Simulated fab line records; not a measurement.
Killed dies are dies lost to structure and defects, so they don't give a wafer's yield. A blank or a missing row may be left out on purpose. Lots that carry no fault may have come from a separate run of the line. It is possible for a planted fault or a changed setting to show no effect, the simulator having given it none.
Struck lot and sound lot, side by side | flow n5 finfet | 37 steps out of a route of 1938
Sound: the wafers L583.1, L583.3, L583.5. Struck: wafers L571.1, L571.2, L571.6. At the end, the cause is stated.
Per side, at each step with rows, come the tool, then ch with its chambers, and then its first start. Under that, the readings that differ: sound wafers | struck wafers | difference of the means | sigmas: that difference in standard deviations of wafers without a fault.
alike: words and numbers the same on both sides, and readings whose means are apart by under 2 such deviations; not compared: readings that were withheld, readings missing a value for some wafer, numbers with overlapping values and no deviation given by the record, and bounds like >300 which may hide the same value.
A row with sigmas, a row that says differs or no value, or rows on one side alone: a step with any of these is where the two part. Numbers that don't overlap but have no deviation are shown without sigmas and don't part them. A reading missing from all wafers of one side parts the sides only when that side holds two or more wafers.

first, 9 steps without rows for these wafers: N5_BEOL_M4_ANNEAL_95 (time 240 s); N5_BEOL_M4_SPUTTER_96 (material Cu, target thk 4.5 nm, time 8.29 s); N5_BEOL_M4_ECD_50 (material Cu, target thk 300 nm); N5_BEOL_M4_ANNEAL_51 (time 90 s); N5_BEOL_M4_CMP_52 (polishes, stops on SiOC, t overpolish 6.8 s, target thk 40 nm); N5_BEOL_M4_PRE_CLEAN_60 (time 15 s); N5_BEOL_M4_CO_CAP_55 (material Co, precursor CCTBA/H2, target thk 2 nm, time 102.1 s); N5_BEOL_M4_PRE_CLEAN_56 (time 15 s); N5_BEOL_M4_DEP_57 (deposits SiCN from 3MS/NH3, target thk 8 nm, time 14 s).
N5_BEOL_M4_RC_MEAS_101:
  sound on prober-01 ch 0, day 13 09:04; struck on prober-01 ch 0, day 9 20:46
  alike: DIBL_N, DIBL_P, IOFF_N, IOFF_P, ION_N, ION_P, SS_N, SS_P, VT_N, VT_P
then, 24 steps without rows for these wafers: N5_BEOL_M5_ILD_DEP_00 (deposits SiCOH lowk from DEMS/porogen, target thk 140.64 nm, time 25.9 s); N5_BEOL_M5_CURE_79 (cures SiCOH lowk, time 240 s); N5_BEOL_M5_PECVD_70 (deposits SiO2 from TEOS/O2, target thk 16 nm, time 18 s); N5_BEOL_M5_HM_DEP_02 (deposits TiN, target thk 20 nm); N5_BEOL_M5_COAT_59 (time 60 s, resist thk 60 nm); N5_BEOL_M5_COAT_60 (time 60 s, resist thk 12 nm); N5_BEOL_M5_COAT_71 (time 60 s, resist thk 5 nm); N5_BEOL_M5_COAT_05 (resist thk 30 nm); N5_BEOL_M5_EBR_07; N5_BEOL_M5_SOFTBAKE_06 (time 60 s); N5_BEOL_M5_EXPOSE_08 (exposes mask M5, target cd 28 nm); N5_BEOL_M5_PEB_09 (peb time 60 s); N5_BEOL_M5_DEVELOP_10 (develop time 30 s); N5_BEOL_M5_DESCUM_16 (chemistry O2, time 7 s); N5_BEOL_M5_ETCH_72 (etches underlayer in N2/H2, target depth 6.5 nm, time 5.2 s); N5_BEOL_M5_ETCH_61 (etches SiARC in CF4, target depth 15.6 nm, time 26 s); N5_BEOL_M5_ETCH_62 (etches SOC in N2/H2, target depth 75 nm, overetch 15 nm, time 112.5 s); N5_BEOL_M5_STRIP_63 (strips in N2/H2); N5_BEOL_M5_STRIP_73 (strips in N2/H2); N5_BEOL_M5_STRIP_64 (strips in CF4); N5_BEOL_M5_HM_OPEN_17 (chemistry Cl2/BCl3, target TiN, target depth 20 nm, overetch 6 nm); N5_BEOL_M5_STRIP_19 (strips in O2); N5_BEOL_M5_COAT_65 (time 60 s, resist thk 60 nm); N5_BEOL_M5_COAT_66 (time 60 s, resist thk 12 nm).
N5_BEOL_M5_STRIP_36: strips in N2/H2.
  sound on rie diel-03 ch 0,2,3, day 13 15:58; struck on rie diel-03 ch 1,2, day 10 04:30
  no value came back on the struck wafers for any of 8 readings (bias power w (W), chamber pressure mTorr (mTorr) and others); on the sound wafers bias power w (W) reads 6.981 6.994 7.017
  reading                                  | sound | struck         | difference | sigmas
  model.SOC_of_BEOL_M5_COAT_65.thk nm (nm) | 0 0 0 | 55.8 55.8 55.6 | +55.7      |
  not compared: rf hours counter h
N5_BEOL_M5_ETCH_41: etches SiCN in CH3F/O2, target depth 31.5 nm, time 56.7 s.
  sound on rie diel-03 ch 0,2,3; struck on rie diel-03 ch 1,2, day 10 04:34
  reading                                  | sound | struck         | difference | sigmas
  model.SOC_of_BEOL_M5_COAT_65.thk nm (nm) | 0 0 0 | 37.6 37.8 37.6 | +37.7      |
  alike: drypump motor current A, oes product au, rf vpp V, showerhead plenum p Torr, throttle valve pct
  not compared: rf hours counter h
-- record jumps: 4 days separate the struck wafers' starts on either side; left off in module BEOL_M5, taken up again in module PASSIVATION, whose first shown step is the route's number 1936 --
N5_PASSIVATION_PROBE_49:
  the record has rows for the struck wafers here (prober-01, day 14 13:23) and none for the sound ones

## WHERE THEY PART
At N5_BEOL_M5_STRIP_36 first; at N5_PASSIVATION_PROBE_49 last (within this record only).

WHY: whatever the simulator had introduced
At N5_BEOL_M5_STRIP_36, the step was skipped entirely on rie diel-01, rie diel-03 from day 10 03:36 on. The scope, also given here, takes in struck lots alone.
